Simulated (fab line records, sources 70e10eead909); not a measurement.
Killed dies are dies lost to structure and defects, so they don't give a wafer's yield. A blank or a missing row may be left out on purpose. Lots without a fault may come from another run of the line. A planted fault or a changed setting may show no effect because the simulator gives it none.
Which tool did it? | flow nand_harc | 6 lots, 18 wafers sampled, at 5 steps of a route of 1159

WHAT THE GAUGES READ, wafer by wafer
NHARC_END_SORT_01.
lot  | measured     | on        | killed_at_other
L256 | day 20 01:11 | prober-02 | 0 0 0
L262 | day 20 18:32 | prober-02 | 0 0 0
L265 | day 21 13:15 | prober-02 | 1 0 0
L267 | day 22 16:40 | prober-02 | 1 2 4
L275 | day 24 21:21 | prober-02 | 0 0 0
L278 | day 25 03:29 | prober-01 | 0 1 0

WHICH TOOL RAN EACH LOT (tool, then ch and the chambers of the sampled wafers, then the start)
lot  | NHARC_A_CONTACT_DEP_24          | NHARC_A_CONTACT_DEP_28        | NHARC_A_CONTACT_SOFTBAKE_37       | NHARC_A_CONTACT_ETCH_48
L256 | pecvd-03 ch 0,1,2, day 16 12:45 | acl_dep-01 ch 0, day 16 15:11 | litho_track-01 ch 0, day 16 17:00 | rie_diel-03 ch 0,1, day 16 18:28
L262 | pecvd-04 ch 0,1, day 17 11:49   | acl_dep-01 ch 0, day 17 13:32 | litho_track-04 ch 0, day 17 15:00 | rie_diel-09 ch 2,3, day 17 16:02
L265 | pecvd-03 ch 0,1,2, day 18 13:31 | acl_dep-01 ch 0, day 18 14:14 | litho_track-04 ch 0, day 18 16:00 | rie_diel-09 ch 1,2,3, day 18 17:28
L267 | pecvd-03 ch 0,1,2, day 19 00:40 | acl_dep-01 ch 0, day 19 04:33 | litho_track-06 ch 0, day 19 07:00 | rie_diel-03 ch 0,1,3, day 19 08:29
L275 | pecvd-01 ch 0,1,2, day 20 19:48 | acl_dep-03 ch 0, day 21 01:12 | litho_track-04 ch 0, day 21 02:00 | rie_diel-02 ch 1,2, day 21 04:08
L278 | pecvd-04 ch 0,1,2, day 21 19:34 | acl_dep-02 ch 0, day 21 21:22 | litho_track-06 ch 0, day 21 23:00 | rie_diel-03 ch 0,1,3, day 22 00:26
- NHARC_A_CONTACT_DEP_24: deposits SiO2, target thk 500 nm.
- NHARC_A_CONTACT_DEP_28: deposits aC, target thk 3600 nm.
- NHARC_A_CONTACT_SOFTBAKE_37: time 55 s.
- NHARC_A_CONTACT_ETCH_48: etches the open film in CF4, target depth 39 nm, time 65 s.

THE ANSWER, worked out from the rows above alone
Rule: what is usual is taken from the lots themselves. Put in order of their means at a reading, lots are off if they are a third of the lots or fewer, leave a main group of 4 or more, and stand apart from it by a gap of 3 or more times the standard deviation of the main group's means; of several such gaps the widest counts. A main group whose means are all the same, to the digits that the tables above print for the reading, isn't used. A lot without any number at a reading at which 4 lots or more have one is off too. The other lots that the step has rows for count as sound.
No lot is off at any reading shown: from this, nothing can be told.

WHAT THE SIMULATOR HAD PUT IN
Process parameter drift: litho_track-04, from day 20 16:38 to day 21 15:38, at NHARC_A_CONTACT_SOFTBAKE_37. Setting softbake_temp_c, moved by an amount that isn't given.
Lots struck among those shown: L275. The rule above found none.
